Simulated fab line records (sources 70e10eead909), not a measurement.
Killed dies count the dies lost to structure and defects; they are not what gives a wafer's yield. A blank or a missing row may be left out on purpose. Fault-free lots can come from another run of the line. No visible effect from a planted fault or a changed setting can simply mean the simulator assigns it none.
Which tool did it? / flow nand_harc / 11 lots with 33 wafers sampled at 5 steps, on a route of 1159 steps

WHAT EACH GAUGE READ, for each wafer
NHARC_END_SORT_01.
lot=L809; measured=day 20 20:20; on=prober-02; killed_at_array=36 38 41; killed_at_other=1 0 0; killed_at_periphery=7 2 4; killed_dies=44 40 45; killed_open=6 3 2; killed_short=3 1 1
lot=L810; measured=day 20 18:37; on=prober-01; killed_at_array=24 23 25; killed_at_other=0 0 1; killed_at_periphery=6 2 2; killed_dies=30 25 28; killed_open=6 3 0; killed_short=4 1 3
lot=L815; measured=day 21 02:30; on=prober-02; killed_at_array=15 26 23; killed_at_other=0 0 1; killed_at_periphery=2 2 0; killed_dies=17 28 24; killed_open=4 2 2; killed_short=0 1 0
lot=L811; measured=day 21 10:09; on=prober-01; killed_at_array=29 40 23; killed_at_other=0 0 0; killed_at_periphery=1 4 2; killed_dies=30 44 25; killed_open=3 4 4; killed_short=0 4 1
lot=L820; measured=day 22 02:04; on=prober-02; killed_at_array=42 54 37; killed_at_other=0 0 0; killed_at_periphery=4 0 2; killed_dies=46 54 39; killed_open=3 0 2; killed_short=5 3 2
lot=L819; measured=day 22 09:56; on=prober-02; killed_at_array=669 668 669; killed_at_other=0 1 1; killed_at_periphery=8 8 7; killed_dies=677 677 677; killed_open=3 5 4; killed_short=1 3 2
lot=L817; measured=day 22 09:40; on=prober-01; killed_at_array=13 8 22; killed_at_other=0 0 1; killed_at_periphery=6 8 5; killed_dies=19 16 28; killed_open=2 2 4; killed_short=2 0 3
lot=L822; measured=day 22 18:23; on=prober-01; killed_at_array=674 674 672; killed_at_other=0 1 3; killed_at_periphery=3 2 2; killed_dies=677 677 677; killed_open=2 8 2; killed_short=4 0 0
lot=L821; measured=day 23 06:19; on=prober-02; killed_at_array=674 677 675; killed_at_other=0 0 1; killed_at_periphery=3 0 1; killed_dies=677 677 677; killed_open=3 2 3; killed_short=4 1 1
lot=L830; measured=day 25 01:55; on=prober-01; killed_at_array=21 23 27; killed_at_other=2 0 0; killed_at_periphery=5 4 3; killed_dies=28 27 30; killed_open=1 4 6; killed_short=3 1 1
lot=L831; measured=day 25 08:32; on=prober-02; killed_at_array=34 53 34; killed_at_other=2 4 2; killed_at_periphery=4 3 4; killed_dies=40 60 40; killed_open=5 6 6; killed_short=3 3 3

WHAT TOOL EACH LOT RAN ON (gives the tool, then ch and the chambers of the sampled wafers, and finally the start)
lot=L809; NHARC_A_CONTACT_ETCH_75=rie_diel-07 ch 0,3, day 17 02:41; NHARC_A_CONTACT_ETCH_131=har_cap_etch-01 ch 0,1, day 17 04:49; NHARC_A_CONTACT_ETCH_91=rie_diel-01 ch 0,3, day 17 05:40; NHARC_A_CONTACT_ETCH_106=rie_diel-13 ch 0,2, day 17 06:10
lot=L810; NHARC_A_CONTACT_ETCH_75=rie_diel-01 ch 0,2,3, day 17 09:50; NHARC_A_CONTACT_ETCH_131=har_cap_etch-03 ch 0,1, day 17 12:13; NHARC_A_CONTACT_ETCH_91=rie_diel-01 ch 0,1, day 17 13:02; NHARC_A_CONTACT_ETCH_106=rie_diel-01 ch 0,2,3, day 17 14:04
lot=L815; NHARC_A_CONTACT_ETCH_75=rie_diel-07 ch 1,2,3, day 17 20:34; NHARC_A_CONTACT_ETCH_131=har_cap_etch-03 ch 0,1, day 17 22:50; NHARC_A_CONTACT_ETCH_91=rie_diel-01 ch 1,2,3, day 17 23:44; NHARC_A_CONTACT_ETCH_106=rie_diel-01 ch 1,2,3, day 18 00:17
lot=L811; NHARC_A_CONTACT_ETCH_75=rie_diel-13 ch 0,1,3, day 17 23:05; NHARC_A_CONTACT_ETCH_131=har_cap_etch-01 ch 0,1, day 18 01:50; NHARC_A_CONTACT_ETCH_91=rie_diel-13 ch 2,3, day 18 02:56; NHARC_A_CONTACT_ETCH_106=rie_diel-01 ch 0,1, day 18 03:52
lot=L820; NHARC_A_CONTACT_ETCH_75=rie_diel-13 ch 0,1,3, day 19 11:00; NHARC_A_CONTACT_ETCH_131=har_cap_etch-03 ch 0,1, day 19 13:04; NHARC_A_CONTACT_ETCH_91=rie_diel-01 ch 0,1,2, day 19 13:58; NHARC_A_CONTACT_ETCH_106=rie_diel-13 ch 1,2, day 19 14:26
lot=L819; NHARC_A_CONTACT_ETCH_75=rie_diel-13 ch 0,1,3, day 19 12:59; NHARC_A_CONTACT_ETCH_131=har_cap_etch-01 ch 0,1, day 19 15:05; NHARC_A_CONTACT_ETCH_91=rie_diel-13 ch 1,2,3, day 19 15:57; NHARC_A_CONTACT_ETCH_106=rie_diel-13 ch 1,2, day 19 16:27
lot=L817; NHARC_A_CONTACT_ETCH_75=rie_diel-13 ch 0,3, day 19 14:42; NHARC_A_CONTACT_ETCH_131=har_cap_etch-03 ch 0,1, day 19 16:51; NHARC_A_CONTACT_ETCH_91=rie_diel-01 ch 0,2,3, day 19 17:41; NHARC_A_CONTACT_ETCH_106=rie_diel-07 ch 0,1, day 19 18:13
lot=L822; NHARC_A_CONTACT_ETCH_75=rie_diel-07 ch 0,1, day 19 21:26; NHARC_A_CONTACT_ETCH_131=har_cap_etch-02 ch 0,1, day 20 00:05; NHARC_A_CONTACT_ETCH_91=rie_diel-07 ch 0,2,3, day 20 00:58; NHARC_A_CONTACT_ETCH_106=rie_diel-01 ch 0,2,3, day 20 01:44
lot=L821; NHARC_A_CONTACT_ETCH_75=rie_diel-07 ch 0,1,3, day 20 05:19; NHARC_A_CONTACT_ETCH_131=har_cap_etch-01 ch 0,1, day 20 07:23; NHARC_A_CONTACT_ETCH_91=rie_diel-07 ch 0,1,2, day 20 08:14; NHARC_A_CONTACT_ETCH_106=rie_diel-01 ch 0,2,3, day 20 08:46
lot=L830; NHARC_A_CONTACT_ETCH_75=rie_diel-13 ch 0,1,3, day 22 13:19; NHARC_A_CONTACT_ETCH_131=har_cap_etch-02 ch 0,1, day 22 15:28; NHARC_A_CONTACT_ETCH_91=rie_diel-13 ch 0,1,2, day 22 16:16; NHARC_A_CONTACT_ETCH_106=rie_diel-13 ch 0,1,2, day 22 17:26
lot=L831; NHARC_A_CONTACT_ETCH_75=rie_diel-13 ch 0,2,3, day 22 18:55; NHARC_A_CONTACT_ETCH_131=har_cap_etch-03 ch 0,1, day 22 21:11; NHARC_A_CONTACT_ETCH_91=rie_diel-07 ch 0,1,3, day 22 22:02; NHARC_A_CONTACT_ETCH_106=rie_diel-01 ch 0,1,3, day 22 22:39
- NHARC_A_CONTACT_ETCH_75: etches the open film in CF4, target depth 39 nm, time 65 s.
- NHARC_A_CONTACT_ETCH_131: etches the open film in C4F8/O2/Ar, time 155 s, target depth 956 nm.
- NHARC_A_CONTACT_ETCH_91: etches the open film in CH3F/O2, target depth 40 nm, time 85.7 s.
- NHARC_A_CONTACT_ETCH_106: etches the open film in CF4/O2, target depth 60 nm, overetch 6 nm, time 33 s.

WHAT THE TOOLS THEMSELVES READ (means of the sampled wafers that have a number; where no wafer has one, the mark that the record gives instead)
NHARC_A_CONTACT_ETCH_75.
lot=L809; tool=rie_diel-07; bias_w (W)=99.8; cf4_flow_sccm (sccm)=150.3; drypump_motor_current_A (A)=5.6; oes_product_au (a.u.)=1.004; rf_vpp_V (V)=151.5; showerhead_plenum_p_Torr (Torr)=1.83; throttle_valve_pct (%)=13.287
lot=L810; tool=rie_diel-01; bias_w (W)=100.0; cf4_flow_sccm (sccm)=150.3; drypump_motor_current_A (A)=6.0; oes_product_au (a.u.)=1.009; rf_vpp_V (V)=150.6; showerhead_plenum_p_Torr (Torr)=1.73; throttle_valve_pct (%)=13.288
lot=L815; tool=rie_diel-07; bias_w (W)=100.0; cf4_flow_sccm (sccm)=149.4; drypump_motor_current_A (A)=5.6; oes_product_au (a.u.)=1.012; rf_vpp_V (V)=151.2; showerhead_plenum_p_Torr (Torr)=1.75; throttle_valve_pct (%)=13.286
lot=L811; tool=rie_diel-13; bias_w (W)=100.1; cf4_flow_sccm (sccm)=150.1; drypump_motor_current_A (A)=5.6; oes_product_au (a.u.)=0.999; rf_vpp_V (V)=151.3; showerhead_plenum_p_Torr (Torr)=1.73; throttle_valve_pct (%)=13.278
lot=L820; tool=rie_diel-13; bias_w (W)=99.8; cf4_flow_sccm (sccm)=150.3; drypump_motor_current_A (A)=5.5; oes_product_au (a.u.)=1.000; rf_vpp_V (V)=150.5; showerhead_plenum_p_Torr (Torr)=1.73; throttle_valve_pct (%)=13.288
lot=L819; tool=rie_diel-13; bias_w (W)=100.0; cf4_flow_sccm (sccm)=149.8; drypump_motor_current_A (A)=5.5; oes_product_au (a.u.)=0.997; rf_vpp_V (V)=150.9; showerhead_plenum_p_Torr (Torr)=1.73; throttle_valve_pct (%)=13.288
lot=L817; tool=rie_diel-13; bias_w (W)=99.8; cf4_flow_sccm (sccm)=149.9; drypump_motor_current_A (A)=5.5; oes_product_au (a.u.)=1.001; rf_vpp_V (V)=149.4; showerhead_plenum_p_Torr (Torr)=1.72; throttle_valve_pct (%)=13.275
lot=L822; tool=rie_diel-07; bias_w (W)=100.1; cf4_flow_sccm (sccm)=150.3; drypump_motor_current_A (A)=5.7; oes_product_au (a.u.)=0.998; rf_vpp_V (V)=152.6; showerhead_plenum_p_Torr (Torr)=1.83; throttle_valve_pct (%)=13.283
lot=L821; tool=rie_diel-07; bias_w (W)=99.9; cf4_flow_sccm (sccm)=150.1; drypump_motor_current_A (A)=5.6; oes_product_au (a.u.)=0.996; rf_vpp_V (V)=150.8; showerhead_plenum_p_Torr (Torr)=1.78; throttle_valve_pct (%)=13.285
lot=L830; tool=rie_diel-13; bias_w (W)=99.9; cf4_flow_sccm (sccm)=149.6; drypump_motor_current_A (A)=5.6; oes_product_au (a.u.)=0.999; rf_vpp_V (V)=151.2; showerhead_plenum_p_Torr (Torr)=1.72; throttle_valve_pct (%)=13.274
lot=L831; tool=rie_diel-13; bias_w (W)=100.2; cf4_flow_sccm (sccm)=150.0; drypump_motor_current_A (A)=5.7; oes_product_au (a.u.)=1.005; rf_vpp_V (V)=150.6; showerhead_plenum_p_Torr (Torr)=1.72; throttle_valve_pct (%)=13.290

NHARC_A_CONTACT_ETCH_131.
lot=L809; tool=har_cap_etch-01; chamber_pressure_mTorr (mTorr)=20.002; oes_air_line_au (a.u.)=0.992
lot=L810; tool=har_cap_etch-03; chamber_pressure_mTorr (mTorr)=20.013; oes_air_line_au (a.u.)=0.985
lot=L815; tool=har_cap_etch-03; chamber_pressure_mTorr (mTorr)=20.007; oes_air_line_au (a.u.)=0.987
lot=L811; tool=har_cap_etch-01; chamber_pressure_mTorr (mTorr)=20.008; oes_air_line_au (a.u.)=0.986
lot=L820; tool=har_cap_etch-03; chamber_pressure_mTorr (mTorr)=19.997; oes_air_line_au (a.u.)=1.016
lot=L819; tool=har_cap_etch-01; chamber_pressure_mTorr (mTorr)=-; oes_air_line_au (a.u.)=-
lot=L817; tool=har_cap_etch-03; chamber_pressure_mTorr (mTorr)=19.993; oes_air_line_au (a.u.)=1.001
lot=L822; tool=har_cap_etch-02; chamber_pressure_mTorr (mTorr)=-; oes_air_line_au (a.u.)=-
lot=L821; tool=har_cap_etch-01; chamber_pressure_mTorr (mTorr)=-; oes_air_line_au (a.u.)=-
lot=L830; tool=har_cap_etch-02; chamber_pressure_mTorr (mTorr)=19.995; oes_air_line_au (a.u.)=1.026
lot=L831; tool=har_cap_etch-03; chamber_pressure_mTorr (mTorr)=20.000; oes_air_line_au (a.u.)=0.990

NHARC_A_CONTACT_ETCH_91.
lot=L809; tool=rie_diel-01; bias_w (W)=100.0; ch3f_flow_sccm (sccm)=50.11; drypump_motor_current_A (A)=5.8; oes_product_au (a.u.)=1.00; rf_vpp_V (V)=242.6; showerhead_plenum_p_Torr (Torr)=2.37; throttle_valve_pct (%)=20.663
lot=L810; tool=rie_diel-01; bias_w (W)=100.2; ch3f_flow_sccm (sccm)=49.98; drypump_motor_current_A (A)=6.2; oes_product_au (a.u.)=0.96; rf_vpp_V (V)=241.6; showerhead_plenum_p_Torr (Torr)=2.29; throttle_valve_pct (%)=20.656
lot=L815; tool=rie_diel-01; bias_w (W)=100.1; ch3f_flow_sccm (sccm)=49.94; drypump_motor_current_A (A)=5.5; oes_product_au (a.u.)=0.99; rf_vpp_V (V)=243.4; showerhead_plenum_p_Torr (Torr)=2.41; throttle_valve_pct (%)=20.676
lot=L811; tool=rie_diel-13; bias_w (W)=99.7; ch3f_flow_sccm (sccm)=50.08; drypump_motor_current_A (A)=6.0; oes_product_au (a.u.)=0.98; rf_vpp_V (V)=243.5; showerhead_plenum_p_Torr (Torr)=2.41; throttle_valve_pct (%)=20.654
lot=L820; tool=rie_diel-01; bias_w (W)=99.9; ch3f_flow_sccm (sccm)=50.03; drypump_motor_current_A (A)=5.9; oes_product_au (a.u.)=1.00; rf_vpp_V (V)=243.0; showerhead_plenum_p_Torr (Torr)=2.36; throttle_valve_pct (%)=20.674
lot=L819; tool=rie_diel-13; bias_w (W)=100.0; ch3f_flow_sccm (sccm)=50.01; drypump_motor_current_A (A)=5.8; oes_product_au (a.u.)=0.93; rf_vpp_V (V)=243.4; showerhead_plenum_p_Torr (Torr)=2.40; throttle_valve_pct (%)=20.664
lot=L817; tool=rie_diel-01; bias_w (W)=100.1; ch3f_flow_sccm (sccm)=49.92; drypump_motor_current_A (A)=6.0; oes_product_au (a.u.)=0.93; rf_vpp_V (V)=243.9; showerhead_plenum_p_Torr (Torr)=2.39; throttle_valve_pct (%)=20.667
lot=L822; tool=rie_diel-07; bias_w (W)=100.0; ch3f_flow_sccm (sccm)=50.00; drypump_motor_current_A (A)=5.7; oes_product_au (a.u.)=0.93; rf_vpp_V (V)=245.1; showerhead_plenum_p_Torr (Torr)=2.49; throttle_valve_pct (%)=20.671
lot=L821; tool=rie_diel-07; bias_w (W)=99.7; ch3f_flow_sccm (sccm)=50.09; drypump_motor_current_A (A)=5.8; oes_product_au (a.u.)=0.92; rf_vpp_V (V)=244.4; showerhead_plenum_p_Torr (Torr)=2.49; throttle_valve_pct (%)=20.673
lot=L830; tool=rie_diel-13; bias_w (W)=100.0; ch3f_flow_sccm (sccm)=49.89; drypump_motor_current_A (A)=5.5; oes_product_au (a.u.)=0.93; rf_vpp_V (V)=242.2; showerhead_plenum_p_Torr (Torr)=2.34; throttle_valve_pct (%)=20.662
lot=L831; tool=rie_diel-07; bias_w (W)=99.7; ch3f_flow_sccm (sccm)=50.07; drypump_motor_current_A (A)=5.6; oes_product_au (a.u.)=0.99; rf_vpp_V (V)=244.9; showerhead_plenum_p_Torr (Torr)=2.47; throttle_valve_pct (%)=20.668

NHARC_A_CONTACT_ETCH_106.
lot=L809; tool=rie_diel-13; bias_w (W)=100.21; cf4_flow_sccm (sccm)=80.08; drypump_motor_current_A (A)=5.4; oes_product_au (a.u.)=1.012; rf_vpp_V (V)=196.1; showerhead_plenum_p_Torr (Torr)=1.27; throttle_valve_pct (%)=13.401
lot=L810; tool=rie_diel-01; bias_w (W)=99.79; cf4_flow_sccm (sccm)=79.99; drypump_motor_current_A (A)=6.0; oes_product_au (a.u.)=1.003; rf_vpp_V (V)=197.4; showerhead_plenum_p_Torr (Torr)=1.30; throttle_valve_pct (%)=13.396
lot=L815; tool=rie_diel-01; bias_w (W)=100.06; cf4_flow_sccm (sccm)=80.02; drypump_motor_current_A (A)=5.5; oes_product_au (a.u.)=1.001; rf_vpp_V (V)=197.1; showerhead_plenum_p_Torr (Torr)=1.31; throttle_valve_pct (%)=13.401
lot=L811; tool=rie_diel-01; bias_w (W)=99.86; cf4_flow_sccm (sccm)=79.94; drypump_motor_current_A (A)=6.2; oes_product_au (a.u.)=1.009; rf_vpp_V (V)=196.3; showerhead_plenum_p_Torr (Torr)=1.25; throttle_valve_pct (%)=13.405
lot=L820; tool=rie_diel-13; bias_w (W)=99.73; cf4_flow_sccm (sccm)=80.31; drypump_motor_current_A (A)=5.8; oes_product_au (a.u.)=1.011; rf_vpp_V (V)=196.4; showerhead_plenum_p_Torr (Torr)=1.28; throttle_valve_pct (%)=13.396
lot=L819; tool=rie_diel-13; bias_w (W)=100.18; cf4_flow_sccm (sccm)=80.10; drypump_motor_current_A (A)=5.8; oes_product_au (a.u.)=1.009; rf_vpp_V (V)=196.6; showerhead_plenum_p_Torr (Torr)=1.28; throttle_valve_pct (%)=13.393
lot=L817; tool=rie_diel-07; bias_w (W)=100.03; cf4_flow_sccm (sccm)=80.02; drypump_motor_current_A (A)=5.7; oes_product_au (a.u.)=0.992; rf_vpp_V (V)=199.1; showerhead_plenum_p_Torr (Torr)=1.35; throttle_valve_pct (%)=13.397
lot=L822; tool=rie_diel-01; bias_w (W)=100.14; cf4_flow_sccm (sccm)=79.91; drypump_motor_current_A (A)=6.0; oes_product_au (a.u.)=1.007; rf_vpp_V (V)=197.2; showerhead_plenum_p_Torr (Torr)=1.30; throttle_valve_pct (%)=13.389
lot=L821; tool=rie_diel-01; bias_w (W)=99.93; cf4_flow_sccm (sccm)=79.96; drypump_motor_current_A (A)=6.0; oes_product_au (a.u.)=1.003; rf_vpp_V (V)=196.8; showerhead_plenum_p_Torr (Torr)=1.30; throttle_valve_pct (%)=13.396
lot=L830; tool=rie_diel-13; bias_w (W)=99.76; cf4_flow_sccm (sccm)=79.94; drypump_motor_current_A (A)=5.6; oes_product_au (a.u.)=1.005; rf_vpp_V (V)=196.5; showerhead_plenum_p_Torr (Torr)=1.27; throttle_valve_pct (%)=13.400
lot=L831; tool=rie_diel-01; bias_w (W)=99.90; cf4_flow_sccm (sccm)=80.11; drypump_motor_current_A (A)=5.7; oes_product_au (a.u.)=0.995; rf_vpp_V (V)=196.5; showerhead_plenum_p_Torr (Torr)=1.33; throttle_valve_pct (%)=13.397

THE ANSWER, worked out from the rows above alone
Rule: usual is defined by the lots themselves. The widest of any qualifying gaps counts: lots, ordered by their means at a reading, are off when they make up no more than a third of the lots, leave a main group of 4 or more, and stand apart from it by 3 or more times the standard deviation of that group's means. A main group whose means are all the same, to the digits that the tables above print for the reading, isn't used. A lot without any number at a reading at which 4 lots or more have one is off too. All remaining lots with rows at the step are treated as sound. After the gauges, taken in route order, come the tools' own readings; for these a lot's mean is taken, as printed above. The first step at which some lot is off is used, and at that step the reading that is off furthest; a lot without a number counts as furthest.
Off at NHARC_END_SORT_01 (killed_dies): L819, L822, L821. Main group: mean 34, sd 9.7.
A tool fits if, at a process step before that reading, it ran every lot that is off, and no sound lot after the first of them. The gauges at NHARC_END_SORT_01 aren't tried: what is off there is off at NHARC_A_CONTACT_ETCH_131 too, on other tools, and a gauge's error can't cause that. Of those tried, none fits.

WHAT THE SIMULATOR HAD PUT IN
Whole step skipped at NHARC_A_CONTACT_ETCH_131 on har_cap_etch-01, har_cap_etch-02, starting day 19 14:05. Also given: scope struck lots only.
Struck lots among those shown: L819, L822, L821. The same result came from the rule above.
